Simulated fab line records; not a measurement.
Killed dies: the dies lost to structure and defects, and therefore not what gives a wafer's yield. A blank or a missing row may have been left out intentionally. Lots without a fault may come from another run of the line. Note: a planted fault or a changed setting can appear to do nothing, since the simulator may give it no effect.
fab line records	flow nand-harc	part 2 of 2: steps 25 to 35 of 35
record: lots: 5	wafers: 15	last-day: 33
route steps=1302 shown A_SOURCE_PLATE@423 A_ONON_D1@424 A_CHANNEL_HOLE_D1@450
lots untouched by any fault: they come from a run of this same line in which no faults occurred
start-h: hours from the record's first day to the start of the lot's first wafer shown	wait-h: hours since the lot's step before	" unchanged from the row above	L1.1+2: one row covering several wafers at once	- either no value or no given start	* or withheld: withheld	< > ~ a bound
route shown NAME@n: names a module that has steps shown in the file, with the first one's number in the route	usual: mean/standard deviation of fault-free wafers	same: alike in all rows	chamber/n: place in a boat	sites: per-site readings	_std_site: standard deviation of those values	_edge_site: inner sites' mean taken away from outer sites' mean	radius-mm: how far each site lies from the wafer's centre	mask NAME#n: copy n	behind: the tool/chamber that last shaped the wafer	hold: what put the lot on hold/how long, in hours/how the hold closed	device: which transistor (n, p or np) failed to switch	end of line: the same wafers' tests at the end of the route	step lacking rows: just its recipe	killed: the dies lost at the first sort to structure and to defects; this is not the yield of the wafer	map: shows each die of a wafer: x if killed, . if not, _ if none is there
set.NAME: the setting that was run; set.NAME@STEP: the one run at that earlier step	model.NAME: the simulator's own value behind a step, which no gauge read
lots seen at some steps along the route; tables by step, rows by wafer
services: a tool's chamber out of use, with start hour (start-h, from the record's first day; less than 0 if before it), hours out, and reason
== steps ==
step: NHARC_A_ONON_D1_INSPECT_32
usual: raw-defect-count: 76/26
lot.wafer	tool	chamber	start-h	wait-h	raw-defect-count
L075.3	defect-inspect-01	-	189.94	0.0	35
L075.4	"	-	"	"	95
L075.6	"	-	"	"	56
L077.1	defect-inspect-02	-	205.83	0.0	108
L077.2	"	-	"	"	131
L077.3	"	-	"	"	96
L082.3	defect-inspect-02	-	253.01	0.0	84
L082.5	"	-	"	"	53
L082.6	"	-	"	"	57
L094.1	defect-inspect-02	-	383.18	0.0	80
L094.4	"	-	"	"	106
L094.6	"	-	"	"	97
L096.2	defect-inspect-02	-	398.92	0.0	35
L096.4	"	-	"	"	50
L096.6	"	-	"	"	26
step: NHARC_A_CHANNEL_HOLE_D1_DEP_00
recipe: target-thk-a: 31000	temp-c: 400	material: aC
usual: susceptor-temp-C: 399.95/0.25	throttle-valve-pct: 34.999/0.0097
lot.wafer	tool	chamber	start-h	wait-h	susceptor-temp-C	throttle-valve-pct
L075.3	acl-dep-02	0	190.64	0.7	400.00	35.001
L075.4	"	0	"	"	400.19	34.994
L075.6	"	0	"	"	399.85	35.006
L077.1	acl-dep-01	0	207.51	1.7	399.80	35.007
L077.2	"	0	"	"	399.96	34.996
L077.3	"	0	"	"	400.08	34.984
L082.3	acl-dep-01	0	255.09	2.1	400.17	35.005
L082.5	"	0	"	"	400.02	35.009
L082.6	"	0	"	"	400.25	35.007
L094.1	acl-dep-02	0	384.19	1.0	399.49	35.005
L094.4	"	0	"	"	399.61	34.991
L094.6	"	0	"	"	399.53	35.001
L096.2	acl-dep-02	0	399.94	1.0	400.29	35.007
L096.4	"	0	"	"	400.04	34.992
L096.6	"	0	"	"	400.30	34.994
step: NHARC_A_CHANNEL_HOLE_D1_DEP_01
recipe: target-thk-a: 1400	target-thk-nm: 140	temp-c: 400	pressure-torr: 3.5	flow-sccm: 200	rf-w: 350	material: SiON
usual: chamber-pressure-Torr: 3.500/0.0089	heater-power-w: 766/90	rf-fwd-power-W: 348.3/1.1	susceptor-temp-C: 400.01/0.23
lot.wafer	tool	chamber	start-h	wait-h	chamber-pressure-Torr	heater-power-w	rf-fwd-power-W	susceptor-temp-C
L075.3	pecvd-02	1	191.99	1.0	3.472	808	347.8	400.03
L075.4	"	0	"	"	3.494	731	348.3	399.84
L075.6	"	1	"	"	3.492	803	347.4	399.90
L077.3	pecvd-01	1	209.47	1.0	3.506	735	349.6	400.49
L077.2	"	2	"	"	3.496	695	347.6	399.96
L077.1	"	0	"	"	3.505	668	347.1	400.05
L082.3	pecvd-01	2	256.40	1.0	3.497	737	347.7	400.02
L082.5	"	2	"	"	3.484	740	349.1	400.03
L082.6	"	1	"	"	3.492	701	347.7	400.07
L094.1	pecvd-01	1	386.19	1.7	3.491	777	348.6	400.15
L094.4	"	1	"	"	3.496	809	347.1	400.21
L094.6	"	2	"	"	3.493	759	349.4	400.23
L096.2	pecvd-02	1	401.60	1.3	3.491	784	348.3	400.04
L096.6	"	2	"	"	3.503	937	348.2	400.26
L096.4	"	1	"	"	3.491	803	348.2	399.65
step: NHARC_A_CHANNEL_HOLE_D1_DEHYDRATE_02
recipe: temp-c: 150	time-s: 120
usual: heater-power-total-W: 182.6/1.2
lot.wafer	tool	chamber	start-h	wait-h	heater-power-total-W
L075.3	litho-track-04	0	192.21	0.2	184.3
L075.4	"	0	"	"	181.5
L075.6	"	0	"	"	183.8
L077.1	litho-track-06	0	209.74	0.2	184.0
L077.2	"	0	"	"	183.0
L077.3	"	0	"	"	183.5
L082.3	litho-track-01	0	256.68	0.2	180.9
L082.5	"	0	"	"	184.6
L082.6	"	0	"	"	180.7
L094.1	litho-track-06	0	386.43	0.2	182.3
L094.4	"	0	"	"	181.7
L094.6	"	0	"	"	181.0
L096.2	litho-track-01	0	401.82	0.2	180.7
L096.4	"	0	"	"	181.1
L096.6	"	0	"	"	180.9
step: NHARC_A_CHANNEL_HOLE_D1_HMDS_03
recipe: time-s: 30
lot.wafer	tool	chamber	start-h	wait-h
L075.3+4+6	litho-track-04	0	-	-
L077.1+2+3	litho-track-06	0	-	-
L082.3+5+6	litho-track-01	0	-	-
L094.1+4+6	litho-track-06	0	-	-
L096.2+4+6	litho-track-01	0	-	-
step: NHARC_A_CHANNEL_HOLE_D1_COAT_36
recipe: temp-c: 260	time-s: 75
usual: heater-power-total-W: 486.6/1.6
lot.wafer	tool	chamber	start-h	wait-h	heater-power-total-W
L075.3	litho-track-04	0	-	-	487.0
L075.4	"	0	"	"	485.7
L075.6	"	0	"	"	487.4
L077.1	litho-track-06	0	-	-	485.3
L077.2	"	0	"	"	485.0
L077.3	"	0	"	"	486.0
L082.3	litho-track-01	0	-	-	484.8
L082.5	"	0	"	"	485.7
L082.6	"	0	"	"	486.2
L094.1	litho-track-06	0	-	-	489.4
L094.4	"	0	"	"	487.9
L094.6	"	0	"	"	486.7
L096.2	litho-track-01	0	-	-	484.6
L096.4	"	0	"	"	484.8
L096.6	"	0	"	"	486.9
step: NHARC_A_CHANNEL_HOLE_D1_COAT_37
recipe: temp-c: 225	time-s: 65
usual: heater-power-total-W: 447.1/2
lot.wafer	tool	chamber	start-h	wait-h	heater-power-total-W
L075.3	litho-track-04	0	-	-	444.4
L075.4	"	0	"	"	449.5
L075.6	"	0	"	"	447.8
L077.1	litho-track-06	0	-	-	447.9
L077.2	"	0	"	"	445.4
L077.3	"	0	"	"	447.8
L082.3	litho-track-01	0	-	-	447.4
L082.5	"	0	"	"	448.4
L082.6	"	0	"	"	443.9
L094.1	litho-track-06	0	-	-	449.5
L094.4	"	0	"	"	447.4
L094.6	"	0	"	"	449.0
L096.2	litho-track-01	0	-	-	449.1
L096.4	"	0	"	"	448.0
L096.6	"	0	"	"	447.8
step: NHARC_A_CHANNEL_HOLE_D1_COAT_04
recipe: spin-rpm: 1500	resist-thk-nm: 90
lot.wafer	tool	chamber	start-h	wait-h
L075.3+4+6	litho-track-04	0	-	-
L077.1+2+3	litho-track-06	0	-	-
L082.3+5+6	litho-track-01	0	-	-
L094.1+4+6	litho-track-06	0	-	-
L096.2+4+6	litho-track-01	0	-	-
step: NHARC_A_CHANNEL_HOLE_D1_SOFTBAKE_05
recipe: temp-c: 105	time-s: 55
usual: heater-power-total-W: 188.45/0.13
lot.wafer	tool	chamber	start-h	wait-h	heater-power-total-W
L075.3	litho-track-04	0	-	-	188.45
L075.4	"	0	"	"	188.29
L075.6	"	0	"	"	188.28
L077.1	litho-track-06	0	-	-	188.40
L077.2	"	0	"	"	188.32
L077.3	"	0	"	"	188.33
L082.3	litho-track-01	0	-	-	188.28
L082.5	"	0	"	"	188.49
L082.6	"	0	"	"	188.44
L094.1	litho-track-06	0	-	-	188.46
L094.4	"	0	"	"	188.43
L094.6	"	0	"	"	188.34
L096.2	litho-track-01	0	-	-	188.37
L096.4	"	0	"	"	188.48
L096.6	"	0	"	"	188.45
step: NHARC_A_CHANNEL_HOLE_D1_EBR_06
lot.wafer	tool	chamber	start-h	wait-h
L075.3+4+6	litho-track-04	0	-	-
L077.1+2+3	litho-track-06	0	-	-
L082.3+5+6	litho-track-01	0	-	-
L094.1+4+6	litho-track-06	0	-	-
L096.2+4+6	litho-track-01	0	-	-
step: NHARC_A_CHANNEL_HOLE_D1_EXPOSE_07
recipe: na: 1.35	target-cd-nm: 100	sigma-outer: 0.3	dose-mj: 59.65	mask-id: HOLE_D1
lot.wafer	tool	chamber	start-h	wait-h	mask
L075.3+4+6	arfi-scanner-02	0	192.53	-	HOLE_D1#0
L077.1+2+3	arfi-scanner-03	0	210.05	-	HOLE_D1#0
L082.3+5+6	arfi-scanner-02	0	256.99	-	HOLE_D1#0
L094.1+4+6	arfi-scanner-01	0	386.74	-	HOLE_D1#0
L096.2+4+6	arfi-scanner-03	0	402.13	-	HOLE_D1#0
== services ==
tool	chamber	start-h	hours	kind
litho-track-01	-	155.00	7.0	pm
pecvd-01	-	172.74	1.0	repair
litho-track-06	-	179.00	7.0	pm
pecvd-01	-	183.46	0.3	repair
pecvd-onon-02	-	185.53	13.0	pm
acl-dep-01	-	186.27	13.0	pm
arfi-scanner-03	-	196.00	4.0	pm
litho-track-04	-	203.00	7.0	pm
arfi-scanner-03	-	222.58	2.9	repair
pecvd-onon-03	-	230.63	13.0	pm
pecvd-02	-	235.97	13.0	pm
acl-dep-02	-	245.52	13.0	pm
pecvd-01	-	263.46	1.2	repair
arfi-scanner-02	-	268.70	1.5	repair
pecvd-02	2	286.40	31.1	repair
pecvd-01	1	295.57	4.7	repair
pecvd-01	-	311.00	13.0	pm
pecvd-onon-04	-	311.46	13.0	pm
pecvd-onon-02	-	327.18	0.1	repair
litho-track-01	-	330.00	7.0	pm
litho-track-06	-	354.00	7.0	pm
pecvd-onon-02	-	366.53	13.0	pm
litho-track-04	-	378.00	7.0	pm
pecvd-onon-03	-	393.04	1.0	repair
